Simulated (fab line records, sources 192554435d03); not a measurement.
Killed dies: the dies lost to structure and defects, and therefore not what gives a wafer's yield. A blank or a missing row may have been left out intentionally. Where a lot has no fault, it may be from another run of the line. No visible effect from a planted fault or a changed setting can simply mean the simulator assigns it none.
A struck lot beside a sound one ; flow n5Finfet ; 15 out of 1938 route steps
Sound: these wafers, L617.1, L617.3, L617.6. The struck wafers were L616.2, L616.4, L616.6. The cause is named last.
Order at every step that has rows: each side's tool, ch and its chambers, its first start. Under that, the readings that differ: sound wafers ; struck wafers ; difference of the means ; sigmas: that difference in standard deviations of wafers without a fault.
alike: readings with means less than 2 such deviations apart, plus words and numbers identical on both sides. not compared: withheld readings, readings lacking a value on some wafer, bounds such as >300 that could conceal the same value, and numbers that have no deviation in the record and whose values overlap.
A row with sigmas, a row that says differs or no value, or rows on one side alone: a step with any of these is where the two part. Numbers that have no deviation but don't overlap get no sigmas and don't part them. A reading missing from all wafers of one side parts the sides only when that side holds two or more wafers.

first, 4 steps without rows for these wafers: N5_SD_EPI_N_WET_ETCH_43 (etches SiO2 in dHF, time 14 s, target depth 1.5 nm); N5_SD_EPI_N_STRIP_18 (strips in SPM, time 750 s); N5_SD_EPI_N_SRD_20 (time 30 s); N5_SD_EPI_N_PRECLEAN_48 (cleans in NF3:NH3, afs cycles 2, time 20 s, sublimation time 60 s).
N5_SD_EPI_N_VAPOR_ETCH_50: etches Si in HCl, time 54 s.
  sound on epiRpcvd-01 ch 0, day 7 15:23; struck on epiRpcvd-01 ch 0, day 7 09:10
  alike: throttleValvePct
then, 1 step without rows for these wafers: N5_SD_EPI_N_EPI_21 (deposits Si:P, time 690 s).
N5_SD_EPI_N_EPI_MEAS_23:
  sound: filmMetro-02 at day 7 17:55; struck: filmMetro-01 at day 7 11:38
  alike: thkNm
then, 3 steps without rows for these wafers: N5_SD_EPI_N_PRECLEAN_24 (cleans in O3/DIW, time 60 s); N5_SD_EPI_N_SRD_25 (time 30 s); N5_SD_EPI_N_PRECLEAN_49 (cleans in NF3:NH3, afs cycles 1, time 20 s, sublimation time 60 s).
N5_SD_EPI_N_LINER_46: material SiNx, target thk 3 nm.
  sound on aldSin-03 ch 0,1,3, day 7 18:34; struck on aldSin-03 ch 0,3, day 7 11:56
  alike: heaterPowerW
N5_SD_EPI_N_INSPECT_26: inspects for defects (darkfield).
  sound: defectInspect-02 at day 7 18:49; struck: defectInspect-02 at day 7 12:11
  alike: rawDefectCount
N5_SD_EPI_P_COAT_34: time 60 s, resist thk 350 nm.
  sound on lithoTrack-04 ch 0, day 7 18:50; struck on lithoTrack-05 ch 0, day 7 12:14
reading;sound;struck;difference;sigmas
heaterPowerTotalW (W);498.9 499.7 500.6;480.5 481.5 479.1;-19.4;-11
plateTempC (C);250.09 249.95 249.96;241.51 241.46 241.76;-8.42;-53
then, 1 step without rows for these wafers: N5_SD_EPI_P_COAT_35 (time 60 s, resist thk 35 nm).
-- here the record skips 9 days between the struck wafers' starts before and after, leaving off in module SD_EPI_P and picking up in module PASSIVATION (first step shown: number 1936 of the route) --
N5_PASSIVATION_PROBE_49:
  sound: prober-02 at day 16 14:18; struck: prober-01 at day 16 14:08
  alike: killed_at_M0_to_M3, killed_at_M4_up, killedAtContacts, killedAtFrontEnd, killedAtOther, killedDies, killedOnRim, killedOpen, killedShort

WHERE THEY PART
N5_SD_EPI_P_COAT_34 only, going by this record. Later steps at which nothing parts them and some readings are alike: N5_PASSIVATION_PROBE_49.

WHY: what the simulator had put in
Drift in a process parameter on lithoTrack-05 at N5_SD_EPI_P_COAT_34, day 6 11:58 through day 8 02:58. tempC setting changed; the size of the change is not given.
